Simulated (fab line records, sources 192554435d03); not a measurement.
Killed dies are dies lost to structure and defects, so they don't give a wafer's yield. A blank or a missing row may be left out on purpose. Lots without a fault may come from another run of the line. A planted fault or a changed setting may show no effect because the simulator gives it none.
A struck lot beside a sound one | flow n5_finfet | 31 steps out of a route of 1938
Sound: wafers L570.2, L570.4, L570.6. Struck: wafer L581.4. (L581.1, L581.2 of the same lot were not struck and are left out.) The cause comes at the end.
At each step with rows: each side's tool, then ch and its chambers, then its first start. Under that, the readings that differ: sound wafers | struck wafers | difference of the means | sigmas: that difference in standard deviations of wafers without a fault.
alike: readings whose means differ by less than 2 such deviations, and words and numbers that are the same on both sides. not compared: withheld readings, readings that some wafer has no value for, bounds like >300 that may hide the same value, and numbers for which the record gives no deviation and whose values overlap.
The two part at a step that has a row with sigmas, a row that says differs or no value, or rows on one side only. Numbers that don't overlap but have no deviation are shown without sigmas and don't part them. A reading that every wafer of one side lacks parts them only if that side has two wafers or more.

first, 4 steps without rows for these wafers: N5_FIN_SAQP_PRECLEAN_42 (cleans in O3/DIW, time 60 s); N5_FIN_SAQP_PRECLEAN_00 (cleans in SC1, time 60 s); N5_FIN_SAQP_PRECLEAN_44 (cleans in SC2, time 45 s); N5_FIN_SAQP_SRD_01 (time 30 s).
N5_FIN_SAQP_ALD_61: deposits SiO2, target thk 4 nm, pulse time 1 s, purge time 2 s.
  sound on ald_sin-03 ch 2,3, day 1 20:06; struck on ald_sin-03 ch 0, day 4 16:38
  alike: heater_power_outer_w, heater_power_w, precursor_pulse_height_rel
N5_FIN_SAQP_DENSIFY_62: time 60 s.
  sound on rtp_anneal-01 ch 0, day 1 20:20; struck on rtp_anneal-02 ch 0, day 4 16:50
  alike: lamp_power_pct, wafer_temp_C_max
then, 1 step without rows for these wafers: N5_FIN_SAQP_HM_DEP_03 (deposits SiNx from SiH4/NH3/N2, target thk 38 nm, time 33.6 s).
N5_FIN_SAQP_THK_MEAS_05:
  sound on film_metro-02, day 1 20:36; struck on film_metro-02, day 4 17:08
  alike: thk_nm
N5_FIN_SAQP_PECVD_47: deposits a-Si from SiH4/He, target thk 45 nm, time 36.3 s.
  sound on pecvd-03 ch 0,1,2, day 1 20:38; struck on pecvd-03 ch 2, day 4 17:10
  alike: heater_power_outer_w, heater_power_w, showerhead_plenum_p_Torr, throttle_valve_pct
then, 2 steps without rows for these wafers: N5_FIN_SAQP_PECVD_48 (deposits SiNx from SiH4/NH3/N2, target thk 25 nm, time 22.1 s); N5_FIN_SAQP_PECVD_06 (deposits a-Si from SiH4/He, target thk 60 nm, time 48.1 s).
N5_FIN_SAQP_THK_MEAS_07:
  sound on film_metro-02, day 1 20:49; struck on film_metro-02, day 4 17:20
  alike: thk_nm
N5_FIN_SAQP_HM_DEP_72: deposits SiO2 from SiH4/N2O, target thk 12 nm, time 7.2 s.
  sound on pecvd-04 ch 0,1,2, day 1 20:51; struck on pecvd-04 ch 2, day 4 17:23
  reading                                      | sound            | struck | difference | sigmas
  model.SiO2_of_FIN_SAQP_HM_DEP_72.thk_nm (nm) | 11.9 11.79 12.06 | 6.862  | -5.055     |
  alike: heater_power_outer_w, heater_power_w, showerhead_plenum_p_Torr
then, 8 steps without rows for these wafers: N5_FIN_SAQP_COAT_49 (time 60 s, resist thk 100 nm); N5_FIN_SAQP_COAT_50 (time 60 s, resist thk 35 nm); N5_FIN_SAQP_COAT_10 (resist thk 90 nm); N5_FIN_SAQP_EBR_12; N5_FIN_SAQP_SOFTBAKE_11 (time 60 s); N5_FIN_SAQP_EXPOSE_13 (exposes mask FIN CORE, target cd 35.6 nm); N5_FIN_SAQP_PEB_14 (peb time 60 s); N5_FIN_SAQP_DEVELOP_15 (develop time 30 s).
N5_FIN_SAQP_CD_MEAS_16: target cd 35.6 nm.
  sound on cd_sem-02 ch 0, day 1 21:18; struck on cd_sem-02 ch 0, day 4 17:42
  reading    | sound          | struck | difference | sigmas
  cd_nm (nm) | 35.8 35.3 35.5 | 36.3   | +0.8       | +2
N5_FIN_SAQP_OVL_MEAS_17:
  sound on overlay-01 ch 0, day 1 21:20; struck on overlay-01 ch 0, day 4 17:44
  reading           | sound          | struck | difference | sigmas
  FIN_CORE_OVL (nm) | -0.4 -1.7 -2.6 | 2.2    | +3.8       | +4
N5_FIN_SAQP_INSPECT_18: inspects for defects (brightfield).
  sound on defect_inspect-02, day 1 21:22; struck on defect_inspect-02, day 4 17:46
  reading          | sound       | struck | difference | sigmas
  raw_defect_count | 436 355 332 | 605    | +231       | +2
N5_FIN_SAQP_DESCUM_21: chemistry O2, time 7.9 s.
  sound on rie_diel-06 ch 1,2, day 1 21:23; struck on rie_diel-04 ch 0, day 4 17:48
  alike: drypump_motor_current_A, oes_product_au, rf_vpp_V, showerhead_plenum_p_Torr, throttle_valve_pct
  not compared: rf_hours_counter_h
N5_FIN_SAQP_ETCH_51: etches SiARC in CF4, target depth 45.5 nm, time 75.8 s.
  sound on rie_diel-06 ch 1,2, day 1 21:26; struck on rie_diel-04 ch 0, day 4 17:50
  alike: cf4_flow_sccm, drypump_motor_current_A, etch_rf_on_time_s, oes_product_au, rf_vpp_V, showerhead_plenum_p_Torr, throttle_valve_pct
  not compared: rf_hours_counter_h
then, 2 steps without rows for these wafers: N5_FIN_SAQP_ETCH_52 (etches SOC in N2/H2, target depth 100 nm, overetch 20 nm, time 150 s); N5_FIN_SAQP_STRIP_53 (strips in N2/H2).
N5_FIN_SAQP_HM_OPEN_73: chemistry CHF3/O2, target SiO2, stops on a-Si, target depth 12 nm, time 16.8 s.
  sound on rie_diel-06 ch 1,2, day 1 21:41; struck on rie_diel-04 ch 0, day 4 18:00
  reading                  | sound            | struck | difference | sigmas
  model.etch.depth_nm (nm) | 11.9 11.79 12.06 | 6.862  | -5.055     |
  alike: drypump_motor_current_A, oes_product_au, rf_vpp_V, showerhead_plenum_p_Torr, throttle_valve_pct
  not compared: rf_hours_counter_h
then, 1 step without rows for these wafers: N5_FIN_SAQP_STRIP_74 (strips in CHF3/O2).
-- the record jumps here: 8 days lie between the struck wafers' starts before and after (it left off in module FIN_SAQP and takes up again in module BEOL_M4, whose first step shown is number 1111 of the route) --
N5_BEOL_M4_RC_MEAS_101:
  sound on prober-01 ch 0, day 9 13:10; struck on prober-02 ch 0, day 12 08:47
  alike: DIBL_N, DIBL_P, IOFF_N, IOFF_P, ION_N, ION_P, SS_N, SS_P, VT_N, VT_P

WHERE THEY PART
First at N5_FIN_SAQP_CD_MEAS_16; last, within this record, at N5_FIN_SAQP_INSPECT_18. Later steps at which nothing parts them and some readings are alike: N5_FIN_SAQP_DESCUM_21, N5_FIN_SAQP_ETCH_51, N5_FIN_SAQP_HM_OPEN_73, N5_BEOL_M4_RC_MEAS_101.

WHY: what the simulator had put in
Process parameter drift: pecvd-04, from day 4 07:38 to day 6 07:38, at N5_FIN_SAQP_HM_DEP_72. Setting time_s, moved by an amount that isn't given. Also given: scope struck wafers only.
